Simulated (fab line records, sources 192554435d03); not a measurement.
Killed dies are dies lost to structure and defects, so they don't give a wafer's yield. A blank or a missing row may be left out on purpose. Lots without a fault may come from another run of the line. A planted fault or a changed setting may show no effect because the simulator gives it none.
fab line records | flow n5_finfet
record lots=11 wafers=33 last_day=17
route steps=1938 shown MIM_BOT_LITHO@1862 MIM_BOT_ETCH@1868 TV_OPEN@1887 PASSIVATION@1936
lots that met no fault: from a run of the same line without faults
start_h: hours from the record's first day to the start of the lot's first wafer shown | wait_h: hours since the lot's step before | " the same as in the row above | L1.1+2: a row that stands for several wafers | - no value, or no start given | * or withheld: withheld | < > ~ a bound
route shown NAME@n: a module of which the file shows steps, and the number in the route of the first | usual: mean/standard deviation of fault-free wafers | same: alike in all rows | chamber/n: place in a boat | sites: the reading at each site | _std_site: their standard deviation | _edge_site: outer sites' mean less inner sites' | radius_mm: how far each site lies from the wafer's centre | mask NAME#n: copy n | behind: the tool/chamber that last shaped the wafer | hold: why the lot was held/for how many hours/how that ended | device: the transistor (n, p or np) that didn't switch | end of line: the same wafers' tests at the end of the route | a step without rows: its recipe alone | killed: dies lost to structure and defects at the first sort, not the wafer's yield | map: a wafer's dies, x killed, . not, _ none there
set.NAME: the setting as run; set.NAME@STEP: as run at that earlier step | model.NAME: the simulator's own value behind a step, which no gauge read
steps of the route over a sample of lots; a table a step, a row a wafer
services: from which hour (start_h, from the record's first day; less than 0 if before it) a tool's chamber was out of use, for how many hours, and why
## steps
# step N5_MIM_BOT_LITHO_CD_MEAS_08
# recipe target_cd_nm=3000 landing_energy_ev=500 detector=se_inlens polarity=opening
# usual cd_nm=2999.6/1.7
# columns lot.wafer tool chamber start_h wait_h cd_nm
L854.1 cd_sem-03 0 256.44 - 2995.2
L854.5 " 0 " " 2998.4
L854.6 " 0 " " 2996.7
L858.1 cd_sem-01 0 272.92 - 2999.8
L858.4 " 0 " " 2998.8
L858.6 " 0 " " 3000.4
L856.4 cd_sem-02 0 273.95 - 2997.0
L856.5 " 0 " " 2995.7
L856.6 " 0 " " 2998.4
L860.1 cd_sem-01 0 294.43 - 3002.5
L860.3 " 0 " " 3000.4
L860.4 " 0 " " 2999.0
L861.2 cd_sem-03 0 306.72 - 2997.9
L861.4 " 0 " " 2999.4
L861.6 " 0 " " 3000.1
L865.1 cd_sem-03 0 327.52 - 3000.3
L865.2 " 0 " " 3002.4
L865.4 " 0 " " 2999.6
L867.3 cd_sem-03 0 336.84 - 3002.2
L867.5 " 0 " " 3000.8
L867.6 " 0 " " 3003.7
L869.1 cd_sem-03 0 359.38 - 2999.6
L869.4 " 0 " " 2998.3
L869.6 " 0 " " 3001.5
L874.1 cd_sem-01 0 388.19 - 3000.7
L874.2 " 0 " " 2999.4
L874.3 " 0 " " 2998.6
L877.3 cd_sem-02 0 400.56 - 3000.9
L877.4 " 0 " " 3000.4
L877.6 " 0 " " 3004.1
L876.1 cd_sem-03 0 405.30 - 2998.9
L876.3 " 0 " " 2998.6
L876.5 " 0 " " 3001.3
# step N5_MIM_BOT_ETCH_ETCH_00
# recipe chemistry=Cl2/BCl3 target=TiN target_depth_a=455 ion_energy_ev=150 pressure_mtorr=10 icp_w=1000 bias_w=126 Cl2_flow_sccm=53.25 bcl3_flow_sccm=21.75 Ar_flow_sccm=25
# usual drypump_motor_current_A=5.9/0.42 oes_product_au=0.78/0.091 throttle_valve_pct=21.98/0.13
# columns lot.wafer tool chamber start_h wait_h drypump_motor_current_A oes_product_au rf_hours_counter_h throttle_valve_pct
L854.1 rie_metal-03 0 256.78 0.1 6.2 0.75 47 21.89
L854.5 " 1 " " 5.3 0.91 - 22.04
L854.6 " 0 " " 6.2 0.76 - 21.87
L858.1 rie_metal-03 0 273.25 0.1 6.2 0.75 49 21.88
L858.4 " 0 " " 6.2 0.74 - 21.86
L858.6 " 1 " " 5.3 0.90 - 22.05
L856.4 rie_metal-01 0 274.32 0.1 6.1 0.64 - 22.12
L856.5 " 0 " " 6.1 0.65 - 22.11
L856.6 " 1 " " 5.6 0.77 - 21.95
L860.1 rie_metal-01 0 295.20 0.1 6.0 0.64 106 22.15
L860.3 " 0 " " 6.1 0.64 - 22.13
L860.4 " 1 " " 5.6 0.77 - 21.95
L861.2 rie_metal-03 0 307.23 0.1 6.2 0.73 53 21.90
L861.4 " 0 " " 6.2 0.73 - 21.90
L861.6 " 0 " " 6.2 0.74 - 21.90
L865.1 rie_metal-03 1 327.86 0.1 5.3 0.88 18 22.04
L865.2 " 0 " " 6.2 0.73 54 21.88
L865.4 " 1 " " 5.3 0.88 - 22.04
L867.3 rie_metal-01 1 337.21 0.1 5.5 0.76 - 21.95
L867.5 " 0 " " 6.0 0.64 - 22.14
L867.6 " 1 " " 5.5 0.76 - 21.97
L869.1 rie_metal-01 1 359.81 0.1 5.6 0.76 46 21.95
L869.4 " 1 " " 5.6 0.76 - 21.94
L869.6 " 1 " " 5.6 0.76 - 21.95
L874.1 rie_metal-03 0 388.52 0.1 6.2 0.71 61 21.92
L874.2 " 1 " " 5.3 0.85 25 22.08
L874.3 " 1 " " 5.3 0.86 - 22.06
L877.3 rie_metal-03 0 401.13 0.1 6.2 0.73 - 21.90
L877.4 " 1 " " 5.3 0.85 - 22.06
L877.6 " 1 " " 5.3 0.85 - 22.05
L876.1 rie_metal-01 0 405.70 0.1 6.1 0.96 3 21.90
L876.3 " 0 " " 6.0 0.95 - 21.89
L876.5 " 1 " " 5.6 0.75 - 21.97
# step N5_PASSIVATION_PASS_ETCH_74
# recipe chemistry=CF4/O2 target=SiNx target_depth_a=2200 time_s=110 ion_energy_ev=100 pressure_mtorr=40 source_w=535 bias_w=49 Ar_flow_sccm=100 cf4_flow_sccm=100 O2_flow_sccm=10
# usual drypump_motor_current_A=5.5/0.48 oes_f_703_au=0.77/0.079 oes_product_au=0.78/0.084 rf_vpp_V=240.7/2.9 showerhead_plenum_p_Torr=2.21/0.066 throttle_valve_pct=16.04/0.23
# columns lot.wafer tool chamber start_h wait_h drypump_motor_current_A oes_f_703_au oes_product_au rf_hours_counter_h rf_vpp_V showerhead_plenum_p_Torr throttle_valve_pct
L854.1 rie_diel-05 1 258.91 0.0 5.6 0.90 0.90 18 244.6 2.34 15.99
L854.5 " 0 " " 5.3 0.74 0.74 - 238.4 2.20 15.86
L854.6 " 3 " " 5.4 0.72 0.72 - 241.1 2.28 16.07
L858.1 rie_diel-06 2 274.93 0.0 5.7 0.71 0.72 170 240.4 2.12 16.40
L858.4 " 3 " " 6.8 0.83 0.84 69 243.0 2.24 15.81
L858.6 " 0 " " 5.5 0.74 0.74 - 236.9 2.11 16.26
L856.4 rie_diel-06 1 276.05 0.0 5.3 0.82 0.83 91 244.1 2.23 16.09
L856.5 " 3 " " 6.8 0.83 0.83 - 243.5 2.24 15.83
L856.6 " 2 " " 5.7 0.70 0.72 - 241.7 2.12 16.41
L860.1 rie_diel-05 0 298.34 0.0 5.3 0.72 0.73 196 235.6 2.19 15.88
L860.3 " 3 " " 5.4 0.71 0.71 207 242.7 2.28 16.07
L860.4 " 1 " " 5.6 0.88 0.87 30 244.8 2.33 15.99
L861.2 rie_diel-05 0 308.71 0.0 5.3 0.73 0.73 200 238.5 2.19 15.89
L861.4 " 1 " " 5.6 0.88 0.88 33 246.1 2.33 16.03
L861.6 " 2 " " 6.0 0.89 0.92 - 240.7 2.16 15.91
L865.1 rie_diel-06 0 329.52 0.0 5.5 0.73 0.72 198 237.7 2.11 16.30
L865.2 " 1 " " 5.3 0.79 0.81 107 242.1 2.23 16.11
L865.4 " 3 " " 6.8 0.82 0.81 87 241.8 2.23 15.87
L867.3 rie_diel-03 3 338.62 0.0 5.1 0.81 0.80 134 236.1 2.21 15.94
L867.5 " 0 " " 5.3 0.67 0.67 - 246.8 2.26 16.11
L867.6 " 1 " " 5.2 0.68 0.67 - 238.8 2.26 16.13
L869.1 rie_diel-03 3 361.17 0.0 5.1 0.79 0.79 143 236.6 2.21 15.97
L869.4 " 1 " " 5.2 0.99 0.99 0 238.3 2.26 15.67
L869.6 " 0 " " 5.3 0.67 0.66 - 245.2 2.25 16.09
L874.1 rie_diel-05 1 391.06 0.0 5.6 0.84 0.84 58 245.6 2.32 16.06
L874.2 " 2 " " 6.0 0.85 0.87 44 240.4 2.16 15.96
L874.3 " 3 " " 5.4 0.69 0.69 235 239.8 2.27 16.14
L877.3 rie_diel-05 1 404.28 0.0 5.6 0.84 0.83 62 243.9 2.32 16.08
L877.4 " 2 " " 6.0 0.85 0.87 49 240.2 2.15 15.99
L877.6 " 2 " " 6.0 0.85 0.87 - 241.0 2.15 15.97
L876.1 rie_diel-06 1 407.12 0.0 5.4 0.78 0.80 125 241.7 2.22 16.14
L876.3 " 3 " " 6.8 0.80 0.80 108 242.5 2.22 15.92
L876.5 " 1 " " 5.4 0.78 0.80 - 243.3 2.22 16.15
# step N5_PASSIVATION_STRIP_73
# recipe chemistry=post_etch_residue_remover time_s=60 temp_c=25 remover_ph=withheld remover_water_wt_pct=withheld remover_fluoride_wt_pct=withheld
# usual run_length_s=67.8/2.4 temp_c=25.00/0.11
# columns lot.wafer tool chamber start_h wait_h run_length_s temp_c
L854.1 wet_bench-01 0 259.35 - 68.4 24.85
L854.5 " 7 " " 68.0 24.82
L854.6 " 3 " " 65.4 25.16
L858.1 wet_bench-04 5 275.37 - 66.2 25.13
L858.4 " 0 " " 68.0 25.20
L858.6 " 6 " " 67.9 24.98
L856.4 wet_bench-04 6 276.49 - 68.4 25.13
L856.5 " 5 " " 66.5 25.01
L856.6 " 1 " " 66.0 25.09
L860.1 wet_bench-01 4 298.78 - 66.4 24.94
L860.3 " 5 " " 68.2 25.01
L860.4 " 0 " " 68.2 24.86
L861.2 wet_bench-03 1 309.16 - 66.2 24.93
L861.4 " 0 " " 67.1 24.91
L861.6 " 6 " " 67.2 25.11
L865.1 wet_bench-03 0 329.97 - - -
L865.2 " 5 " " - -
L865.4 " 4 " " - -
L867.3 wet_bench-01 6 339.07 - - -
L867.5 " 5 " " - -
L867.6 " 0 " " - -
L869.1 wet_bench-03 7 361.62 - 66.3 25.04
L869.4 " 2 " " 66.6 24.93
L869.6 " 5 " " 66.0 24.70
L874.1 wet_bench-03 3 391.51 - 67.8 24.95
L874.2 " 2 " " 68.5 25.01
L874.3 " 4 " " 67.8 25.01
L877.3 wet_bench-01 2 404.72 - 66.8 24.95
L877.4 " 3 " " 64.7 24.99
L877.6 " 0 " " 67.4 24.95
L876.1 wet_bench-01 7 407.56 - 66.6 25.00
L876.3 " 2 " " 65.1 25.09
L876.5 " 6 " " 66.7 25.05
# step N5_PASSIVATION_PROBE_49
# usual defect_limited_yield=91.1/1.4 killed_at_M0_to_M3=35/8.7 killed_at_M4_up=14/5.3 killed_at_contacts=12/6.2 killed_at_front_end=41/12 killed_at_other=3.4/2.6 killed_dies=105/16 killed_open=67/13 killed_short=36/7.3 sort_bin_5_function=5.2/0.96 sort_bin_6_memory=3.3/0.6 sort_n_pass=1075/16 sort_yield_pct=91.1/1.4
# same gross_dies=1180 killed_at_back_side=0 sort_bin_4_leakage[%]=0 sort_bin_8_speed[%]=0
# columns lot.wafer tool chamber start_h wait_h defect_limited_yield[%] killed_at_M0_to_M3 killed_at_M4_up killed_at_contacts killed_at_front_end killed_at_other killed_dies killed_open killed_short sort_bin_5_function[%] sort_bin_6_memory[%] sort_n_pass sort_yield_pct[%]
L861.2 prober-01 - 315.23 0.1 89.0 49 8 14 56 3 130 80 49 6.0 4.5 1050 89.0
L861.4 prober-01 - 315.33 0.2 89.4 46 16 10 51 2 125 89 36 6.2 4.1 1055 89.4
L861.6 prober-01 - 315.43 0.3 90.1 30 10 18 54 5 117 86 31 6.4 3.0 1063 90.1
L865.1 prober-01 - 336.10 0.0 91.7 38 12 10 37 1 98 59 36 5.2 2.7 1082 91.7
L865.2 prober-01 - 336.15 0.1 91.0 36 8 13 45 4 106 60 41 4.9 3.1 1074 91.0
L865.4 prober-01 - 336.25 0.2 91.1 32 3 16 46 8 105 66 38 5.8 2.7 1075 91.1
L867.3 prober-02 - 345.40 0.1 89.2 39 21 17 45 5 127 86 39 6.2 4.2 1053 89.2
L867.5 prober-02 - 345.50 0.2 93.8 19 19 6 28 1 73 50 19 3.8 1.9 1107 93.8
L867.6 prober-02 - 345.55 0.3 92.6 17 10 13 42 5 87 54 32 4.0 3.0 1093 92.6
L869.1 prober-02 - 368.30 0.0 90.6 33 16 16 44 2 111 79 31 5.7 3.3 1069 90.6
L869.4 prober-02 - 368.45 0.2 91.8 36 14 8 39 0 97 53 43 5.3 2.7 1083 91.8
L869.6 prober-02 - 368.55 0.3 91.7 24 26 8 37 3 98 66 29 5.0 2.9 1082 91.7
L876.1 prober-02 - 413.60 0.0 91.3 37 8 14 42 2 103 70 32 5.2 3.5 1077 91.3
L876.3 prober-02 - 413.70 0.1 91.4 35 11 13 39 4 102 59 40 5.2 3.1 1078 91.4
L876.5 prober-02 - 413.80 0.2 90.4 49 21 7 33 3 113 70 42 6.6 2.9 1067 90.4
# killed by level:class
L861.2 BEOL_M1:geometric_particle:open=14 STI_FIN_REVEAL:geometric_particle:open=14 MOL_CONTACT_COAG:geometric_particle:open=11 BEOL_M0_SAQP:geometric_particle:short=10 FIN_SAQP:geometric_particle:short=7 FIN_SAQP:geometric_particle:open=7 BEOL_M3:geometric_particle:open=6 BEOL_M0_SAQP:geometric_particle:open=6
L861.4 STI_FIN_REVEAL:geometric_particle:open=24 BEOL_M0_SAQP:geometric_particle:open=17 FIN_SAQP:geometric_particle:open=9 BEOL_M2:geometric_particle:open=7 MOL_CONTACT_COAG:geometric_particle:open=6 BEOL_M0_SAQP:geometric_particle:short=6 FIN_SAQP:geometric_particle:short=5 MOL_CONTACT_COAG:geometric_particle:short=4
L861.6 MOL_CONTACT_COAG:geometric_particle:open=14 STI_FIN_REVEAL:geometric_particle:open=12 BEOL_M0_SAQP:geometric_particle:open=10 FIN_SAQP:geometric_particle:open=8 ILD0:geometric_particle:open=7 BEOL_M3:geometric_particle:open=6 FIN_SAQP:geometric_particle:short=5 DUMMY_GATE:geometric_particle:open=5
L865.1 BEOL_M0_SAQP:geometric_particle:short=12 MOL_CONTACT_COAG:geometric_particle:open=9 BEOL_M2:geometric_particle:open=8 GATE_CUT:geometric_particle:short=7 DUMMY_GATE:geometric_particle:open=6 BEOL_M0:geometric_particle:open=6 STI_FIN_REVEAL:geometric_particle:open=4 GATE_CUT:geometric_particle:open=4
L865.2 BEOL_M0_SAQP:geometric_particle:short=13 BEOL_M0_SAQP:geometric_particle:open=11 MOL_CONTACT_COAG:geometric_particle:open=10 STI_FIN_REVEAL:geometric_particle:open=8 GATE_CUT:geometric_particle:short=8 BEOL_M3:geometric_particle:open=6 FIN_SAQP:geometric_particle:short=4 HKMG_FIN:area_etch=4
L865.4 BEOL_M0_SAQP:geometric_particle:open=13 MOL_CONTACT_COAG:geometric_particle:open=13 FIN_SAQP:geometric_particle:short=12 GATE_CUT:geometric_particle:short=9 FIN_SAQP:geometric_particle:open=8 BEOL_M0_SAQP:geometric_particle:short=6 STI_FIN_REVEAL:geometric_particle:open=5 BEOL_M1:geometric_particle:open=4
L867.3 MOL_CONTACT_COAG:geometric_particle:open=13 BEOL_M4:geometric_particle:open=12 FIN_SAQP:geometric_particle:open=11 BEOL_M1:geometric_particle:open=8 BEOL_M2:geometric_particle:open=8 BEOL_M3:geometric_particle:open=7 FIN_SAQP:geometric_particle:short=6 DUMMY_GATE:geometric_particle:open=6
L867.5 BEOL_M4:geometric_particle:open=9 STI_FIN_REVEAL:geometric_particle:open=5 GATE_CUT:geometric_particle:short=5 MOL_CONTACT_COAG:geometric_particle:open=5 BEOL_M2:geometric_particle:open=5 BEOL_M3:geometric_particle:open=5 BEOL_M6:geometric_particle:open=4 DUMMY_GATE:geometric_particle:open=3
L867.6 MOL_CONTACT_COAG:geometric_particle:open=11 STI_FIN_REVEAL:geometric_particle:open=7 GATE_CUT:geometric_particle:short=6 STARTING-WAFER:geometric_particle:open=6 DUMMY_GATE:geometric_particle:open=5 BEOL_M0_SAQP:geometric_particle:open=5 PAD_METAL:geometric_particle:short=4 ILD0:geometric_particle:open=4
L869.1 MOL_CONTACT_COAG:geometric_particle:open=16 STI_FIN_REVEAL:geometric_particle:open=12 BEOL_M3:geometric_particle:open=11 FIN_SAQP:geometric_particle:short=6 BEOL_M0_SAQP:geometric_particle:short=6 FIN_SAQP:geometric_particle:open=5 BEOL_M4:geometric_particle:open=5 GATE_CUT:geometric_particle:open=5
L869.4 BEOL_M0_SAQP:geometric_particle:short=10 BEOL_M4:geometric_particle:open=10 BEOL_M3:geometric_particle:short=9 BEOL_M0_SAQP:geometric_particle:open=8 STI_FIN_REVEAL:geometric_particle:open=7 MOL_CONTACT_COAG:geometric_particle:open=5 FIN_SAQP:geometric_particle:short=4 DUMMY_GATE:geometric_particle:open=4
L869.6 BEOL_M4:geometric_particle:open=14 STI_FIN_REVEAL:geometric_particle:open=8 MOL_CONTACT_COAG:geometric_particle:open=7 BEOL_M3:geometric_particle:open=6 BEOL_M0:geometric_particle:open=6 DUMMY_GATE:geometric_particle:open=5 FIN_SAQP:geometric_particle:short=4 GATE_CUT:geometric_particle:short=4
L876.1 BEOL_M0_SAQP:geometric_particle:open=15 MOL_CONTACT_COAG:geometric_particle:open=11 FIN_SAQP:geometric_particle:short=8 STI_FIN_REVEAL:geometric_particle:open=8 BEOL_M0_SAQP:geometric_particle:short=8 FIN_SAQP:geometric_particle:open=7 BEOL_M3:geometric_particle:open=6 STARTING-WAFER:geometric_particle:short=5
L876.3 BEOL_M0_SAQP:geometric_particle:open=15 STI_FIN_REVEAL:geometric_particle:open=11 BEOL_M0_SAQP:geometric_particle:short=9 MOL_CONTACT_COAG:geometric_particle:short=8 MOL_CONTACT_COAG:geometric_particle:open=5 BEOL_M2:geometric_particle:open=5 FIN_SAQP:geometric_particle:short=4 STI_FIN_REVEAL:geometric_particle:short=4
L876.5 BEOL_M0_SAQP:geometric_particle:open=20 BEOL_M0_SAQP:geometric_particle:short=19 STI_FIN_REVEAL:geometric_particle:open=8 FIN_SAQP:geometric_particle:open=6 MOL_CONTACT_COAG:geometric_particle:open=5 FIN_SAQP:geometric_particle:short=4 BEOL_M4:geometric_particle:open=4 BEOL_M4:geometric_particle:short=4
## services
# columns tool chamber start_h hours kind
rie_diel-05 3 240.96 8.6 repair
rie_diel-05 2 283.44 5.7 repair
rie_diel-03 1 291.24 4.8 repair
rie_diel-03 - 296.14 0.2 repair
rie_diel-06 - 307.82 0.2 repair
rie_metal-03 - 319.20 0.7 repair
rie_diel-03 1 340.61 - clean
rie_diel-03 1 340.61 - consumable_replace:focus_ring
rie_diel-03 0 341.19 7.5 repair
rie_metal-01 0 350.01 - clean
rie_metal-01 0 350.01 17.0 scheduled_down
rie_metal-01 0 350.01 17.0 vent_cycle
rie_diel-03 0 369.79 - clean
rie_diel-03 0 369.79 - consumable_replace:esc
rie_diel-03 0 369.79 - consumable_replace:focus_ring
rie_diel-03 0 369.79 35.6 scheduled_down
rie_diel-03 0 369.79 35.6 vent_cycle
rie_diel-06 1 372.25 20.2 repair
rie_metal-01 - 373.40 2.8 pm
wet_bench-01 - 384.36 0.6 repair
rie_diel-05 2 385.76 2.4 repair
rie_diel-06 0 394.34 4.2 repair
rie_diel-05 0 407.32 6.0 repair
## key
first_sign step=N5_PASSIVATION_STRIP_73 reading=tool_record direction=missing
effect none on later readings
met_at N5_PASSIVATION_STRIP_73
struck_lots L865,L867
not_acting_at N5_MIM_BOT_LITHO_CD_MEAS_08,N5_MIM_BOT_ETCH_ETCH_00,N5_PASSIVATION_PASS_ETCH_74
onset_between 309.16 329.97
fault kind=skipped_step_whole tool=wet_bench-01,wet_bench-03 chamber=- onset_h=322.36 steps=N5_PASSIVATION_STRIP_73 scope=struck_lots_only
